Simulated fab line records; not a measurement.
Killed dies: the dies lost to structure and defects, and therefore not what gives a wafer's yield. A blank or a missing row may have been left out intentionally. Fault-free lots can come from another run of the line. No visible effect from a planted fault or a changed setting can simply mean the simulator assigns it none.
A struck lot beside a sound one || flow nand_harc || 42 out of 1302 route steps
Sound: the wafers L537.1, L537.2, L537.5. Struck: wafer L547.6 (left out: L547.3, L547.5 of the same lot, which were not struck); the cause appears at the end.
Order at every step that has rows: each side's tool, ch and its chambers, its first start. Under that, the readings that differ: sound wafers || struck wafers || difference of the means || sigmas: that difference in standard deviations of wafers without a fault.
alike: readings whose means differ by less than 2 such deviations, and words and numbers that are the same on both sides. not compared: withheld readings, readings that some wafer has no value for, bounds like >300 that may hide the same value, and numbers for which the record gives no deviation and whose values overlap.
The two part at a step that has a row with sigmas, a row that says differs or no value, or rows on one side only. When numbers do not overlap yet have no deviation, they are printed without sigmas and do not part them. A reading that every wafer of one side lacks parts them only if that side has two wafers or more.

first, 8 steps without rows for these wafers: NHARC_A_ZERO_WELL_HMDS_03 (time 30 s); NHARC_A_ZERO_WELL_COAT_18 (time 65 s); NHARC_A_ZERO_WELL_COAT_04 (resist thk 600 nm); NHARC_A_ZERO_WELL_SOFTBAKE_05 (time 70 s); NHARC_A_ZERO_WELL_EBR_06; NHARC_A_ZERO_WELL_EXPOSE_07 (exposes mask A ZERO); NHARC_A_ZERO_WELL_PEB_08 (peb time 80 s); NHARC_A_ZERO_WELL_DEVELOP_09 (time 50 s).
NHARC_A_ZERO_WELL_CD_MEAS_10 targets a cd of 2000 nm.
  sound on cd_sem-03 ch 0, day 10 08:59; struck on cd_sem-03 ch 0, day 14 12:36
  alike: cd_nm
then, 1 step without rows for these wafers: NHARC_A_ZERO_WELL_HARDBAKE_11 (time 65 s).
NHARC_A_ZERO_WELL_DESCUM_12: chemistry O2, time 3 s.
  sound on rie_diel-11 ch 0,1,3, day 10 09:09; struck on rie_diel-03 ch 1, day 14 12:47
  alike: drypump_motor_current_A, oes_product_au, rf_vpp_V, showerhead_plenum_p_Torr, throttle_valve_pct
  not compared: rf_hours_counter_h
NHARC_A_ZERO_WELL_ETCH_19: etches the open film in N2/H2, target depth 80 nm, overetch 24 nm, time 87.88 s.
  sound on rie_diel-11 ch 0,2, day 10 09:17; struck on rie_diel-03 ch 3, day 14 12:52
{"reading": "showerhead_plenum_p_Torr (Torr)", "sound": "2.10 2.01 2.01", "struck": 2.20, "difference": "+0.16", "sigmas": "+3"}
  alike: drypump_motor_current_A, oes_product_au, rf_vpp_V, throttle_valve_pct
  not compared: rf_hours_counter_h
NHARC_A_ZERO_WELL_ETCH_13: etches the open film in HBr/Cl2, target depth 120 nm, time 40.1 s.
  sound on rie_si-05 ch 1,2,3, day 10 09:25; struck on rie_si-05 ch 2, day 14 12:59
  alike: drypump_motor_current_A, hbr_flow_sccm, oes_product_au, throttle_valve_pct
  not compared: rf_hours_counter_h
then, 4 steps without rows for these wafers: NHARC_A_ZERO_WELL_STRIP_14 (strips in SPM, time 900 s); NHARC_A_ZERO_WELL_IMPLANT_15; NHARC_A_ZERO_WELL_PRECLEAN_22 (cleans in SC1, time 60 s); NHARC_A_ZERO_WELL_SRD_23.
NHARC_A_ZERO_WELL_RTA_16: time 10 s.
  sound on rtp_anneal-02 ch 0, day 10 10:19; struck on rtp_anneal-02 ch 0, day 14 14:13
  alike: lamp_power_pct, lamp_zone_1_pct, lamp_zone_2_pct, wafer_temp_C_max
NHARC_A_ZERO_WELL_INSPECT_17:
  sound: defect_inspect-02 at day 10 10:30; struck: defect_inspect-01 at day 14 14:22
{"reading": "raw_defect_count", "sound": "13 15 9", "struck": 1362, "difference": "+1350", "sigmas": "+99 or more"}
then, 3 steps without rows for these wafers: NHARC_A_SOURCE_PLATE_PRECLEAN_00 (cleans in HF-LAST, time 60 s); NHARC_A_SOURCE_PLATE_SRD_01; NHARC_A_SOURCE_PLATE_OXIDE_02 (material SiO2, target thk 10 nm, ox time 1362 s).
NHARC_A_SOURCE_PLATE_THK_MEAS_09: measures by ellipsometry.
  sound: film_metro-02 at day 10 17:21; struck: film_metro-01 at day 14 21:43
  alike: thk_nm
then, 3 steps without rows for these wafers: NHARC_A_SOURCE_PLATE_PVD_04 (deposits WSi2, target thk 50 nm); NHARC_A_SOURCE_PLATE_CVD_03 (deposits poly-Si, target thk 200 nm, time 4000 s); NHARC_A_SOURCE_PLATE_ANNEAL_05 (time 1800 s).
NHARC_A_SOURCE_PLATE_THK_MEAS_06: measures by ellipsometry.
  sound: film_metro-01 at day 11 05:52; struck: film_metro-01 at day 15 10:16
  alike: thk_nm
NHARC_A_SOURCE_PLATE_INSPECT_08:
  sound: defect_inspect-01 at day 11 05:55; struck: defect_inspect-01 at day 15 10:20
{"reading": "raw_defect_count", "sound": "60 65 47", "struck": 1475, "difference": "+1418", "sigmas": "+51"}
after that, 1 step with no rows for these wafers: NHARC_A_ONON_D1_DEP_00 (target thk 1000 nm).
NHARC_A_ONON_D1_THK_MEAS_02: measures by ellipsometry.
  sound: film_metro-01 at day 11 06:30; struck: film_metro-02 at day 15 10:55
  alike: thk_nm
after that, 1 step with no rows for these wafers: NHARC_A_ONON_D1_DEP_03 (target thk 1000 nm).
NHARC_A_ONON_D1_THK_MEAS_05: measures by ellipsometry.
  sound: film_metro-02 at day 11 07:04; struck: film_metro-01 at day 15 11:29
  alike: thk_nm
after that, 1 step with no rows for these wafers: NHARC_A_ONON_D1_DEP_06 (target thk 1000 nm).
NHARC_A_ONON_D1_THK_MEAS_08: measures by ellipsometry.
  sound: film_metro-02 at day 11 07:38; struck: film_metro-02 at day 15 12:03
{"reading": "thk_nm (nm)", "sound": "990 990 988", "struck": 1012, "difference": "+23", "sigmas": "+2"}
after that, 1 step with no rows for these wafers: NHARC_A_ONON_D1_DEP_09 (target thk 1000 nm).
NHARC_A_ONON_D1_THK_MEAS_11: measures by ellipsometry.
  sound: film_metro-01 at day 11 08:13; struck: film_metro-02 at day 15 12:37
{"reading": "thk_nm (nm)", "sound": "1017 1018 1019", "struck": 997, "difference": -21, "sigmas": -2}
after that, 1 step with no rows for these wafers: NHARC_A_ONON_D1_DEP_12 (target thk 1000 nm).
NHARC_A_ONON_D1_THK_MEAS_14: measures by ellipsometry.
  sound: film_metro-01 at day 11 08:46; struck: film_metro-02 at day 15 13:11
  alike: thk_nm
then, 1 step without rows for these wafers: NHARC_A_ONON_D1_ANNEAL_15 (time 3600 s).
-- here the record skips 15 days between the struck wafers' starts before and after, leaving off in module A_ONON_D1 and picking up in module A_M0 (first step shown: number 1150 of the route) --
NHARC_A_M0_DESCUM_14: chemistry O2, time 3 s.
  sound on rie_diel-04 ch 0,1, day 26 04:11; struck on rie_diel-04 ch 1, day 30 02:52
{"reading": "model.A_M0.cd_nm (nm)", "sound": "80.22 81.81 79.87", "struck": 78.13, "difference": -2.50, "sigmas": ""}
  alike: drypump_motor_current_A, oes_product_au, rf_vpp_V, showerhead_plenum_p_Torr, throttle_valve_pct
  not compared: rf_hours_counter_h
NHARC_A_M0_ETCH_15: etches the open film in C4F8/Ar, target depth 150 nm, overetch 15 nm, time 82.5 s.
  sound: rie_diel-04 ch 0,3; struck: rie_diel-04 ch 2
{"reading": "oes_product_au (a.u.)", "sound": "0.899 0.929 0.899", "struck": 0.983, "difference": "+0.074", "sigmas": "+3"}
{"reading": "model.A_M0.cd_nm (nm)", "sound": "81.56 82.8 80.43", "struck": 78.76, "difference": -2.84, "sigmas": ""}
  alike: rf_vpp_V
  not compared: rf_hours_counter_h
NHARC_END_SORT_01:
  sound on prober-01 ch 0, day 27 18:44; struck on prober-02 ch 0, day 31 22:41
{"reading": "killed_at_array", "sound": "40 41 34", "struck": 98, "difference": "+60", "sigmas": "+2"}
{"reading": "killed_at_periphery", "sound": "3 4 2", "struck": 9, "difference": "+6", "sigmas": "+2"}
{"reading": "killed_dies", "sound": "43 46 40", "struck": 108, "difference": "+65", "sigmas": "+2"}
  alike: killed_at_other, killed_open, killed_short

## WHERE THEY PART
Earliest at NHARC_A_ZERO_WELL_ETCH_19; latest, in this record, at NHARC_END_SORT_01.

WHY: what the simulator had put in
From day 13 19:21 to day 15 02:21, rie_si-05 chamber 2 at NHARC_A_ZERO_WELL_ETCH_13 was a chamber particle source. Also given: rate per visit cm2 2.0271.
